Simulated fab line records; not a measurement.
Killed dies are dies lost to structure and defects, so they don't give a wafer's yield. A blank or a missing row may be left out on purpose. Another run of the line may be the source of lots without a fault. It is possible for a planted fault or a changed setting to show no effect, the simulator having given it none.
fab line records    flow n5-finfet
record lots=6  wafers=18  last-day=24
route steps=1938 shown BEOL_M2@900 BEOL_M4@1111 PASSIVATION@1936
lots with no fault: from the same line, run without faults
start-h: hours from the record's opening day to when the first of the lot's shown wafers began    wait-h: how many hours have passed since the lot's step before this one    " unchanged from the row above    L1.1+2: several wafers, shown together as one row    - either no value or no given start    * or withheld: withheld    < > ~ a bound
route shown NAME@n: a module of which the file shows steps, and the number in the route of the first    usual: mean/standard deviation taken from wafers without a fault    same: alike in all rows    chamber/n: place in a boat    sites: per-site readings    _std_site: the values' standard deviation    _edge_site: mean of outer sites minus mean of inner sites    radius-mm: how far each site lies from the wafer's centre    mask NAME#n: copy n    behind: the most recent tool/chamber to have shaped the wafer    hold: reason for holding the lot/hours on hold/outcome of the hold    device: the transistor (n, p or np) that didn't switch    end of line: at the end of the route, the tests of the same wafers    for a step that has no rows: nothing shown but its recipe    killed: the dies lost at the first sort to structure and to defects; this is not the yield of the wafer    map: shows each die of a wafer: x if killed, . if not, _ if none is there
set.NAME: the setting the step ran with; set.NAME@STEP: the setting that earlier step ran with    model.NAME: the simulator's own value behind a step, which no gauge read
a table for each step, a row for each wafer; lots at some steps of the route
services: when a tool's chamber went out of use (start-h, in hours from the record's first day, below 0 if earlier), for how many hours, and the reason
## steps
# step N5_BEOL_M2_PRE_CLEAN_45
# recipe gas=H2/He  time-s=30  temp-c=250
# usual heater-power-w=333/29
lot.wafer  tool            chamber  start-h  wait-h  heater-power-w
L167.1     pvd-sputter-03  -        207.29   0.0     348
L167.3     "               -        "        "       355
L167.5     "               -        "        "       355
L173.4     pvd-sputter-03  -        257.16   0.0     331
L173.5     "               -        "        "       351
L173.6     "               -        "        "       352
L180.1     pvd-sputter-03  -        324.67   0.0     352
L180.3     "               -        "        "       335
L180.6     "               -        "        "       328
L182.1     pvd-sputter-01  -        324.84   0.0     369
L182.5     "               -        "        "       380
L182.6     "               -        "        "       344
L181.1     pvd-sputter-03  -        329.23   0.0     329
L181.5     "               -        "        "       340
L181.6     "               -        "        "       296
L186.3     pvd-sputter-03  -        351.78   0.0     348
L186.4     "               -        "        "       365
L186.5     "               -        "        "       352
# step N5_BEOL_M2_ALD_84
# recipe material=TaN  target-thk-a=*  temp-c=275  ald-precursor-family=PDMAT  ald-co-reactant=NH3  pressure-torr=3  carrier-flow-sccm=1500  pulse-time-s=2  purge-time-s=3  co-reactant-purge-time-s=2  co-reactant-pulse-time-s=3  ald-cycles=30  precursor-vessel-temp-c=75  precursor-vessel-pressure-torr=26.25  precursor-vessel-carrier-sccm=1000
# usual chamber-pressure-Torr=3.000/0.0068  heater-power-w=401/29
# same ald-cycles=30
lot.wafer  tool          chamber  start-h  wait-h  chamber-pressure-Torr  heater-power-w
L167.1     ald-metal-01  0        207.35   0.0     2.984                  411
L167.3     "             3        "        "       3.006                  455
L167.5     "             3        "        "       3.000                  446
L173.4     ald-metal-01  1        257.38   0.2     2.992                  410
L173.5     "             3        "        "       2.983                  444
L173.6     "             2        "        "       2.988                  430
L180.1     ald-metal-02  3        324.75   0.1     3.003                  409
L180.3     "             0        "        "       2.993                  408
L180.6     "             2        "        "       2.997                  395
L182.1     ald-metal-02  2        324.95   0.1     2.993                  407
L182.5     "             3        "        "       3.002                  415
L182.6     "             2        "        "       3.007                  406
L181.1     ald-metal-04  2        329.35   0.1     3.006                  396
L181.5     "             3        "        "       3.002                  410
L181.6     "             0        "        "       3.011                  331
L186.3     ald-metal-02  0        351.84   0.0     3.008                  399
L186.4     "             3        "        "       2.998                  418
L186.5     "             2        "        "       3.004                  393
# step N5_BEOL_M2_SURFACE_TREAT_85
# recipe gas=Ar  time-s=*  ion-energy-ev=*  ion-current-ma-cm2=0.5  pressure-mtorr=*  ar-flow-sccm=30
# usual pressure-mtorr=*  throttle-valve-pct=*
lot.wafer  tool            chamber  start-h  wait-h  pressure-mtorr  throttle-valve-pct
L167.1     pvd-sputter-03  -        207.73   0.3     *               *
L167.3     "               -        "        "       *               *
L167.5     "               -        "        "       *               *
L173.4     pvd-sputter-02  -        257.73   0.3     *               *
L173.5     "               -        "        "       *               *
L173.6     "               -        "        "       *               *
L180.1     pvd-sputter-03  -        324.99   0.1     *               *
L180.3     "               -        "        "       *               *
L180.6     "               -        "        "       *               *
L182.1     pvd-sputter-01  -        325.40   0.3     *               *
L182.5     "               -        "        "       *               *
L182.6     "               -        "        "       *               *
L181.1     pvd-sputter-02  -        329.59   0.1     *               *
L181.5     "               -        "        "       *               *
L181.6     "               -        "        "       *               *
L186.3     pvd-sputter-03  -        352.09   0.1     *               *
L186.4     "               -        "        "       *               *
L186.5     "               -        "        "       *               *
# step N5_BEOL_M2_CVD_47
# recipe material=Co  target-thk-a=30  temp-c=withheld  precursor=CCTBA/H2  pressure-torr=30  time-s=223.8
# step N5_BEOL_M2_SPUTTER_48
# recipe material=Cu  target-thk-a=45  temp-c=-20  chamber-pressure-pa=0.07  power-w=withheld  time-s=8.29
# step N5_BEOL_M2_ANNEAL_49
# recipe temp-c=400  time-s=240  ambient=vacuum
# usual heater-power-w=843/68
lot.wafer  tool            chamber  start-h  wait-h  heater-power-w
L167.1     pvd-sputter-01  -        208.11   0.0     837
L167.3     "               -        "        "       691
L167.5     "               -        "        "       705
L173.4     pvd-sputter-03  -        258.10   0.0     899
L173.5     "               -        "        "       864
L173.6     "               -        "        "       892
L180.1     pvd-sputter-01  -        325.52   0.0     849
L180.3     "               -        "        "       838
L180.6     "               -        "        "       840
L182.1     pvd-sputter-01  -        327.40   0.0     963
L182.5     "               -        "        "       949
L182.6     "               -        "        "       846
L181.1     pvd-sputter-03  -        329.97   0.0     879
L181.5     "               -        "        "       878
L181.6     "               -        "        "       838
L186.3     pvd-sputter-03  -        352.46   0.0     856
L186.4     "               -        "        "       721
L186.5     "               -        "        "       844
# step N5_BEOL_M2_SPUTTER_79
# recipe material=Cu  target-thk-a=45  temp-c=-20  chamber-pressure-pa=0.07  power-w=withheld  time-s=8.29
# usual chamber-pressure-pa=0.07/0.00014  chuck-gas-flow-sccm=1.27/0.055  throttle-valve-pct=29.7/1.2
lot.wafer  tool            chamber  start-h  wait-h  chamber-pressure-pa  chuck-gas-flow-sccm  throttle-valve-pct
L167.1     pvd-sputter-01  -        208.25   0.1     0.06986              1.21                 28.5
L167.3     "               -        "        "       0.07002              1.29                 31.0
L167.5     "               -        "        "       0.0702               1.31                 30.9
L173.4     pvd-sputter-03  -        258.24   0.1     0.07                 1.27                 30.0
L173.5     "               -        "        "       0.07004              1.36                 31.1
L173.6     "               -        "        "       0.06991              1.28                 29.8
L180.1     pvd-sputter-01  -        325.66   0.1     0.0701               1.24                 27.2
L180.3     "               -        "        "       0.06993              1.21                 28.6
L180.6     "               -        "        "       0.06987              1.33                 27.5
L182.1     pvd-sputter-01  -        327.54   0.1     0.06999              1.28                 28.8
L182.5     "               -        "        "       0.06989              1.27                 28.7
L182.6     "               -        "        "       0.07024              1.25                 28.7
L181.1     pvd-sputter-03  -        330.11   0.1     0.06996              1.23                 29.7
L181.5     "               -        "        "       0.06992              1.26                 29.9
L181.6     "               -        "        "       0.07007              1.38                 29.9
L186.3     pvd-sputter-03  -        352.60   0.1     0.07007              1.25                 31.0
L186.4     "               -        "        "       0.07004              1.25                 29.9
L186.5     "               -        "        "       0.07009              1.22                 30.0
# step N5_BEOL_M2_ANNEAL_80
# recipe temp-c=400  time-s=240  ambient=vacuum
# step N5_BEOL_M2_SPUTTER_81
# recipe material=Cu  target-thk-a=45  temp-c=-20  chamber-pressure-pa=0.07  power-w=withheld  time-s=8.29
# step N5_BEOL_M2_ANNEAL_82
# recipe temp-c=400  time-s=240  ambient=vacuum
# step N5_BEOL_M2_SPUTTER_86
# recipe material=Cu  target-thk-a=45  temp-c=-20  chamber-pressure-pa=0.07  power-w=withheld  time-s=8.29
# step N5_BEOL_M2_ANNEAL_87
# recipe temp-c=400  time-s=240  ambient=vacuum
# step N5_BEOL_M2_SPUTTER_88
# recipe material=Cu  target-thk-a=45  temp-c=-20  chamber-pressure-pa=0.07  power-w=withheld  time-s=8.29
# usual chamber-pressure-pa=0.06999/0.00014  chuck-gas-flow-sccm=1.27/0.05  throttle-valve-pct=29.7/1.2
lot.wafer  tool            chamber  start-h  wait-h  chamber-pressure-pa  chuck-gas-flow-sccm  throttle-valve-pct
L167.1     pvd-sputter-01  -        208.91   0.1     0.06999              1.33                 28.6
L167.3     "               -        "        "       0.07017              1.33                 30.9
L167.5     "               -        "        "       0.06988              1.37                 30.9
L173.4     pvd-sputter-03  -        258.90   0.1     0.0698               1.36                 29.8
L173.5     "               -        "        "       0.07006              1.19                 31.0
L173.6     "               -        "        "       0.06983              1.23                 29.8
L180.1     pvd-sputter-01  -        326.32   0.1     -                    -                    -
L180.3     "               -        "        "       -                    -                    -
L180.6     "               -        "        "       -                    -                    -
L182.1     pvd-sputter-01  -        328.20   0.1     -                    -                    -
L182.5     "               -        "        "       -                    -                    -
L182.6     "               -        "        "       -                    -                    -
L181.1     pvd-sputter-03  -        330.77   0.1     0.07002              1.23                 29.9
L181.5     "               -        "        "       0.06995              1.27                 29.5
L181.6     "               -        "        "       0.07004              1.25                 29.6
L186.3     pvd-sputter-03  -        353.26   0.1     0.07013              1.24                 30.8
L186.4     "               -        "        "       0.07002              1.31                 29.9
L186.5     "               -        "        "       0.06995              1.27                 30.0
# step N5_BEOL_M2_ANNEAL_89
# recipe temp-c=400  time-s=240  ambient=vacuum
# step N5_BEOL_M4_RC_MEAS_101
# usual DIBL_N=35.8/1.6  DIBL_P=35.6/2  IOFF_N=0.15/0.031  IOFF_P=0.20/0.033  ION_N=668/12  ION_P=459/6.8  SS_N=71.4/0.53  SS_P=73.1/0.63  VT_N=250/3.5  VT_P=-251/3
lot.wafer  tool       chamber  start-h  wait-h  DIBL_N[mV/V]  DIBL_P[mV/V]  IOFF_N[nA/um]  IOFF_P[nA/um]  ION_N[uA/um]  ION_P[uA/um]  SS_N[mV/dec]  SS_P[mV/dec]  VT_N[mV]  VT_P[mV]
L167.1     prober-01  0        316.48   0.0     34.6          34.8          0.13           0.19           682           465           70.9          73.4          251       -253
L167.3     "          0        "        "       36.7          36.2          0.16           0.21           672           459           72.1          73.5          249       -249
L167.5     "          0        "        "       34.6          33.9          0.13           0.18           667           459           71.3          73.3          250       -254
L173.4     prober-01  0        332.96   0.5     34.6          33.4          0.13           0.18           659           457           70.7          72.9          254       -252
L173.5     "          0        "        "       33.5          33.1          0.12           0.18           665           466           70.1          72.9          253       -252
L173.6     "          0        "        "       37.4          36.8          0.18           0.23           676           458           71.3          73.9          250       -249
L180.1     prober-01  0        399.36   0.0     36.8          37.8          0.18           0.23           679           462           71.8          73.8          249       -247
L180.3     "          0        "        "       35.6          35.2          0.14           0.19           659           451           71.6          73.2          251       -253
L180.6     "          0        "        "       35.1          34.3          0.14           0.18           651           446           71.1          73.1          253       -251
L182.1     prober-01  0        434.40   0.0     32.8          32.6          0.11           0.16           660           455           70.4          72.5          254       -252
L182.5     "          0        "        "       39.1          39.7          0.24           0.28           699           470           71.3          73.7          243       -247
L182.6     "          0        "        "       34.6          34.1          0.13           0.19           671           461           70.5          73.0          253       -253
L181.1     prober-02  0        435.59   0.0     34.9          35.3          0.15           0.18           666           453           71.1          72.6          250       -251
L181.5     "          0        "        "       36.7          38.6          0.18           0.22           677           463           71.7          73.1          245       -250
L181.6     "          0        "        "       33.7          33.1          0.12           0.15           653           453           71.0          71.8          253       -254
L186.3     prober-01  0        468.34   0.3     36.5          36.2          0.17           0.21           672           460           71.3          73.5          249       -247
L186.4     "          0        "        "       35.8          36.1          0.16           0.21           669           462           71.0          73.3          246       -249
L186.5     "          0        "        "       35.8          35.6          0.16           0.21           692           474           70.9          73.9          249       -248
# step N5_PASSIVATION_PROBE_49
# usual defect-limited-yield=90.7/1.5  killed_at_M0_to_M3=38/11  killed_at_M4_up=15/5.5  killed-at-contacts=12/6  killed-at-front-end=41/11  killed-at-other=3.5/2.7  killed-dies=110/18  killed-open=72/13  killed-short=35/8.7  sort_bin_5_function=5.5/1.1  sort_bin_6_memory=3.4/0.63  sort_bin_8_speed=0.01/0.037  sort-n-pass=1070/18  sort-yield-pct=90.7/1.5
# same gross-dies=1180  killed-at-back-side=0  sort_bin_4_leakage[%]=0
lot.wafer  tool       chamber  start-h  wait-h  defect-limited-yield[%]  killed_at_M0_to_M3  killed_at_M4_up  killed-at-contacts  killed-at-front-end  killed-at-other  killed-dies  killed-open  killed-short  sort_bin_5_function[%]  sort_bin_6_memory[%]  sort_bin_8_speed[%]  sort-n-pass  sort-yield-pct[%]
L167.1     prober-02  -        423.38   0.0     91.4                     33                  20               14                  29                   5                101          68           33            4.6                     3.7                   0                    1079         91.4
L167.3     prober-02  -        423.48   0.1     92.1                     47                  6                5                   33                   2                93           61           32            5.3                     2.5                   0                    1087         92.1
L167.5     prober-02  -        423.58   0.2     90.1                     51                  22               8                   33                   3                117          66           50            5.7                     4.2                   0                    1063         90.1
L173.4     prober-01  -        474.35   0.2     92.6                     34                  13               7                   27                   6                87           58           27            4.0                     3.0                   0                    1093         92.6
L173.5     prober-01  -        474.40   0.2     92.3                     35                  14               6                   31                   5                91           52           38            4.7                     2.6                   0                    1089         92.3
L173.6     prober-01  -        474.45   0.3     93.3                     24                  7                9                   37                   2                79           48           31            3.5                     3.0                   0                    1101         93.3
L180.1     prober-02  -        519.79   0.5     91.6                     40                  14               9                   35                   1                99           67           25            5.3                     3.0                   0                    1081         91.6
L180.3     prober-02  -        519.89   0.6     93.1                     28                  15               6                   28                   4                81           50           24            3.4                     3.1                   0.08                 1099         93.1
L180.6     prober-02  -        520.04   0.7     90.8                     28                  19               11                  48                   2                108          70           19            4.7                     3.5                   0                    1072         90.8
L181.1     prober-02  -        546.19   0.0     89.9                     38                  30               13                  38                   0                119          83           34            5.4                     4.3                   0                    1061         89.9
L181.5     prober-02  -        546.39   0.2     89.5                     44                  12               29                  36                   3                124          90           30            6.1                     3.8                   0                    1056         89.5
L181.6     prober-02  -        546.44   0.3     90.9                     35                  14               31                  23                   4                107          72           31            6.2                     2.6                   0                    1073         90.9
L182.1     prober-01  -        554.74   0.0     87.9                     53                  10               17                  61                   2                143          94           39            6.4                     4.8                   0                    1037         87.9
L182.5     prober-01  -        554.94   0.2     89.7                     69                  10               4                   33                   5                121          83           32            5.3                     4.7                   0                    1059         89.7
L182.6     prober-01  -        554.99   0.3     86.4                     71                  12               10                  63                   4                160          101          40            7.5                     4.6                   0                    1020         86.4
L186.3     prober-02  -        572.11   0.1     92.5                     28                  3                12                  44                   1                88           58           29            4.1                     3.1                   0                    1092         92.5
L186.4     prober-02  -        572.16   0.2     89.7                     26                  19               13                  61                   3                122          72           50            6.0                     4.2                   0                    1058         89.7
L186.5     prober-02  -        572.21   0.2     91.0                     31                  10               10                  50                   5                106          68           35            5.3                     3.2                   0                    1074         91.0
# killed by level:class
L167.1 BEOL_M3:geometric-particle:open=11 BEOL_M4:geometric-particle:open=11 MOL_CONTACT_COAG:geometric-particle:open=10 STI_FIN_REVEAL:geometric-particle:open=6 BEOL_M0_SAQP:geometric-particle:open=6 BEOL_M0_SAQP:geometric-particle:short=6 FIN_SAQP:geometric-particle:open=5 MOL_CONTACT_COAG:geometric-particle:short=4
L167.3 BEOL_M0_SAQP:geometric-particle:open=13 BEOL_M2:geometric-particle:open=11 STI_FIN_REVEAL:geometric-particle:open=10 BEOL_M0_SAQP:geometric-particle:short=10 BEOL_M3:geometric-particle:open=6 GATE_CUT:geometric-particle:short=5 BEOL_M5:geometric-particle:open=5 STARTING-WAFER:geometric-particle:short=5
L167.5 BEOL_M0_SAQP:geometric-particle:short=15 BEOL_M0_SAQP:geometric-particle:open=13 BEOL_M3:geometric-particle:open=10 GATE_CUT:geometric-particle:short=9 BEOL_M4:geometric-particle:open=6 GATE_CUT:geometric-particle:open=5 BEOL_M5:geometric-particle:open=5 FIN_SAQP:geometric-particle:short=4
L173.4 BEOL_M3:geometric-particle:open=13 STI_FIN_REVEAL:geometric-particle:open=8 MOL_CONTACT_COAG:geometric-particle:open=7 BEOL_M0_SAQP:geometric-particle:short=6 BEOL_M2:geometric-particle:open=5 FIN_SAQP:geometric-particle:short=4 DUMMY_GATE:geometric-particle:open=4 BEOL_M8:geometric-particle:open=4
L173.5 FIN_SAQP:geometric-particle:short=9 FIN_SAQP:geometric-particle:open=7 BEOL_M2:geometric-particle:open=7 BEOL_M0_SAQP:geometric-particle:short=6 BEOL_M0_SAQP:geometric-particle:open=6 BEOL_M3:geometric-particle:open=6 GATE_CUT:geometric-particle:short=4 MOL_CONTACT_COAG:geometric-particle:open=4
L173.6 FIN_SAQP:geometric-particle:open=12 BEOL_M3:geometric-particle:open=11 FIN_SAQP:geometric-particle:short=9 BEOL_M0_SAQP:geometric-particle:short=7 MOL_CONTACT_COAG:geometric-particle:open=6 STI_FIN_REVEAL:geometric-particle:open=5 GATE_CUT:geometric-particle:short=3 MOL_CONTACT_COAG:geometric-particle:short=3
L180.1 BEOL_M3:geometric-particle:open=10 MOL_CONTACT_COAG:geometric-particle:open=9 DUMMY_GATE:geometric-particle:open=6 FIN_SAQP:geometric-particle:open=5 STI_FIN_REVEAL:geometric-particle:open=5 BEOL_M2:geometric-particle:open=5 BEOL_M0_SAQP:geometric-particle:short=5 BEOL_M1:geometric-particle:open=5
L180.3 FIN_SAQP:geometric-particle:short=7 BEOL_M1:geometric-particle:open=7 MOL_CONTACT_COAG:geometric-particle:open=6 BEOL_M4:geometric-particle:open=5 BEOL_M2:interface-void-opened=5 FIN_SAQP:geometric-particle:open=4 BEOL_M1:geometric-particle:short=4 BEOL_M3:geometric-particle:open=4
L180.6 FIN_SAQP:geometric-particle:open=13 MOL_CONTACT_COAG:geometric-particle:open=10 BEOL_M4:geometric-particle:open=9 HKMG_FIN:area-etch=9 GATE_CUT:geometric-particle:open=8 BEOL_M2:interface-void-opened=7 FIN_SAQP:geometric-particle:short=5 DUMMY_GATE:geometric-particle:open=4
L181.1 BEOL_M4:geometric-particle:open=16 BEOL_M2:geometric-particle:open=11 MOL_CONTACT_COAG:geometric-particle:open=10 FIN_SAQP:geometric-particle:short=8 FIN_SAQP:geometric-particle:open=7 BEOL_M1:geometric-particle:open=7 BEOL_M3:geometric-particle:open=7 BEOL_M5:geometric-particle:open=6
L181.5 MOL_CONTACT_COAG:geometric-particle:open=25 BEOL_M0:geometric-particle:open=14 FIN_SAQP:geometric-particle:open=12 BEOL_M2:geometric-particle:open=9 STI_FIN_REVEAL:geometric-particle:open=5 BEOL_M0_SAQP:geometric-particle:short=5 BEOL_M3:geometric-particle:open=5 BEOL_M1:geometric-particle:open=5
L181.6 MOL_CONTACT_COAG:geometric-particle:open=24 BEOL_M4:geometric-particle:open=9 MOL_CONTACT_COAG:geometric-particle:short=7 BEOL_M3:geometric-particle:open=7 STI_FIN_REVEAL:geometric-particle:open=5 BEOL_M0:geometric-particle:open=5 BEOL_M2:geometric-particle:open=5 BEOL_M0_SAQP:geometric-particle:short=4
L182.1 STI_FIN_REVEAL:geometric-particle:open=20 BEOL_M2:geometric-particle:open=18 BEOL_M3:geometric-particle:open=14 MOL_CONTACT_COAG:geometric-particle:open=12 BEOL_M0_SAQP:geometric-particle:short=7 STI_FIN_REVEAL:geometric-particle:short=6 GATE_CUT:geometric-particle:open=6 HKMG_FIN:area-etch=6
L182.5 BEOL_M3:geometric-particle:open=25 STI_FIN_REVEAL:geometric-particle:open=14 BEOL_M2:geometric-particle:open=9 BEOL_M0_SAQP:geometric-particle:short=6 BEOL_M1:geometric-particle:open=6 BEOL_M3:geometric-particle:short=6 BEOL_M2:interface-void-opened=6 STI_FIN_REVEAL:geometric-particle:short=5
L182.6 BEOL_M3:geometric-particle:open=19 FIN_SAQP:geometric-particle:open=18 FIN_SAQP:geometric-particle:short=15 BEOL_M2:geometric-particle:open=15 HKMG_FIN:area-etch=11 BEOL_M1:geometric-particle:open=9 MOL_CONTACT_COAG:geometric-particle:open=8 BEOL_M2:interface-void-opened=8
L186.3 BEOL_M3:geometric-particle:open=11 FIN_SAQP:geometric-particle:open=10 MOL_CONTACT_COAG:geometric-particle:open=9 FIN_SAQP:geometric-particle:short=8 GATE_CUT:geometric-particle:short=5 BEOL_M3:geometric-particle:short=5 GATE_CUT:geometric-particle:open=4 BEOL_M0_SAQP:geometric-particle:open=4
L186.4 FIN_SAQP:geometric-particle:short=19 BEOL_M4:geometric-particle:open=14 FIN_SAQP:geometric-particle:open=12 MOL_CONTACT_COAG:geometric-particle:open=10 BEOL_M0_SAQP:geometric-particle:short=9 STI_FIN_REVEAL:geometric-particle:open=6 DUMMY_GATE:geometric-particle:open=5 BEOL_M0_SAQP:geometric-particle:open=5
L186.5 FIN_SAQP:geometric-particle:open=15 FIN_SAQP:geometric-particle:short=9 BEOL_M0_SAQP:geometric-particle:short=9 BEOL_M0_SAQP:geometric-particle:open=8 BEOL_M2:geometric-particle:open=7 MOL_CONTACT_COAG:geometric-particle:open=7 STI_FIN_REVEAL:geometric-particle:open=5 DUMMY_GATE:geometric-particle:open=5
## services
tool            chamber  start-h  hours  kind
ald-metal-04    2        196.58   -      calibration
pvd-sputter-01  -        243.28   2.7    repair
ald-metal-04    -        337.52   0.8    repair
## key
first-sign step=N5_BEOL_M2_SPUTTER_88  reading=tool-record  direction=missing
effect none on later readings
met-at N5_BEOL_M2_SPUTTER_88
struck-wafers L180.1,L180.3,L180.6,L182.1,L182.5,L182.6
baseline-loss step=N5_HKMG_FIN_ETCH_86  wafers=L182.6
onset-between 208.91 326.32
fault kind=skipped-step-whole  tool=pvd-sputter-01  chamber=-  onset-h=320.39  steps=N5_BEOL_M2_SPUTTER_88  scope=struck-lots-only
# baseline-loss: these wafers lose ten dies or more at that step, a loss of the line's own and not of a fault; the sort's usual values leave them out
